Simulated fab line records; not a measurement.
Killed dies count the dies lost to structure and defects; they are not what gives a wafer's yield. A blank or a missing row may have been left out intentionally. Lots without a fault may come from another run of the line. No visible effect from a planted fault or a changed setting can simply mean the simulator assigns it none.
Matching of chambers || flow nand-harc || 4 sister chambers for NHARC_A_CHANNEL_FILL_D2_ALD_16 on ald-hk-04
The step deposits SiO2, target thk 1.5 nm, pulse time 10 s, ald cycles 15. 16 wafers are shown with their chamber, then 8 later ones without.

WAFERS PAIRED WITH THEIR CHAMBERS
{"wafer": "L075.2", "chamber": 2, "heater-power-w (W)": 450, "precursor-pulse-height-rel": 1.001}
{"wafer": "L075.3", "chamber": 0, "heater-power-w (W)": 497, "precursor-pulse-height-rel": 1.019}
{"wafer": "L075.4", "chamber": 1, "heater-power-w (W)": 397, "precursor-pulse-height-rel": 0.995}
{"wafer": "L079.1", "chamber": 1, "heater-power-w (W)": 396, "precursor-pulse-height-rel": 0.995}
{"wafer": "L079.2", "chamber": 3, "heater-power-w (W)": 438, "precursor-pulse-height-rel": 1.031}
{"wafer": "L079.5", "chamber": 3, "heater-power-w (W)": 434, "precursor-pulse-height-rel": 0.999}
{"wafer": "L078.2", "chamber": 2, "heater-power-w (W)": 445, "precursor-pulse-height-rel": 0.981}
{"wafer": "L078.3", "chamber": 1, "heater-power-w (W)": 398, "precursor-pulse-height-rel": 0.978}
{"wafer": "L078.6", "chamber": 1, "heater-power-w (W)": 403, "precursor-pulse-height-rel": 1.016}
{"wafer": "L080.3", "chamber": 0, "heater-power-w (W)": 506, "precursor-pulse-height-rel": 0.972}
{"wafer": "L080.5", "chamber": 3, "heater-power-w (W)": 444, "precursor-pulse-height-rel": 1.003}
{"wafer": "L080.6", "chamber": 0, "heater-power-w (W)": 507, "precursor-pulse-height-rel": 1.006}
{"wafer": "L085.3", "chamber": 1, "heater-power-w (W)": 391, "precursor-pulse-height-rel": 0.975}
{"wafer": "L085.5", "chamber": 3, "heater-power-w (W)": 428, "precursor-pulse-height-rel": 0.989}
{"wafer": "L085.6", "chamber": 0, "heater-power-w (W)": 525, "precursor-pulse-height-rel": 1.021}
{"wafer": "L089.1", "chamber": 3, "heater-power-w (W)": 460, "precursor-pulse-height-rel": 0.992}

SIGNATURES (means of the wafers above)
{"reading": "heater-power-w", "chamber 0": 508.75, "chamber 1": 397.00, "chamber 2": 447.50, "chamber 3": 440.80, "scatter within a chamber": 9.56}
{"reading": "precursor-pulse-height-rel", "chamber 0": 1.00450, "chamber 1": 0.99180, "chamber 2": 0.99100, "chamber 3": 1.00280, "scatter within a chamber": 0.0181}
Rule: a wafer lies at a distance from a chamber equal to the root of the sum of squares, over the readings, of (its reading less the chamber's mean, divided by the reading's scatter). The wafer belongs to the nearest chamber; if the next one is less than 2 further off, it can't be placed. The scatter: take each reading less its chamber's mean, square it, sum over the shown wafers, divide by the number of wafers less the number of chambers, and take the root.

WAFERS WITH NO CHAMBER GIVEN
{"wafer": "L089.3", "heater-power-w (W)": 416, "precursor-pulse-height-rel": 1.017}
{"wafer": "L089.4", "heater-power-w (W)": 443, "precursor-pulse-height-rel": 0.987}
{"wafer": "L090.2", "heater-power-w (W)": 447, "precursor-pulse-height-rel": 1.017}
{"wafer": "L090.3", "heater-power-w (W)": 445, "precursor-pulse-height-rel": 0.985}
{"wafer": "L090.6", "heater-power-w (W)": 498, "precursor-pulse-height-rel": 0.991}
{"wafer": "L091.2", "heater-power-w (W)": 433, "precursor-pulse-height-rel": 1.025}
{"wafer": "L091.3", "heater-power-w (W)": 499, "precursor-pulse-height-rel": 1.001}
{"wafer": "L091.6", "heater-power-w (W)": 501, "precursor-pulse-height-rel": 1.012}

WHICH CHAMBER EACH ONE RAN IN
{"wafer": "L089.3", "from the rows above": "can't be placed: 1 or 3 or 2", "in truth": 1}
{"wafer": "L089.4", "from the rows above": "can't be placed: 2 or 3", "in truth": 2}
{"wafer": "L090.2", "from the rows above": "can't be placed: 3 or 2", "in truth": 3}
{"wafer": "L090.3", "from the rows above": "can't be placed: 2 or 3", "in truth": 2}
{"wafer": "L090.6", "from the rows above": 0, "in truth": 0}
{"wafer": "L091.2", "from the rows above": "can't be placed: 3 or 2", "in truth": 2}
{"wafer": "L091.3", "from the rows above": 0, "in truth": 0}
{"wafer": "L091.6", "from the rows above": 0, "in truth": 0}
3 of 8 placed correctly. Not placeable from these rows: 5 (in 5, the candidates include the true chamber). Placed wrongly: 0.
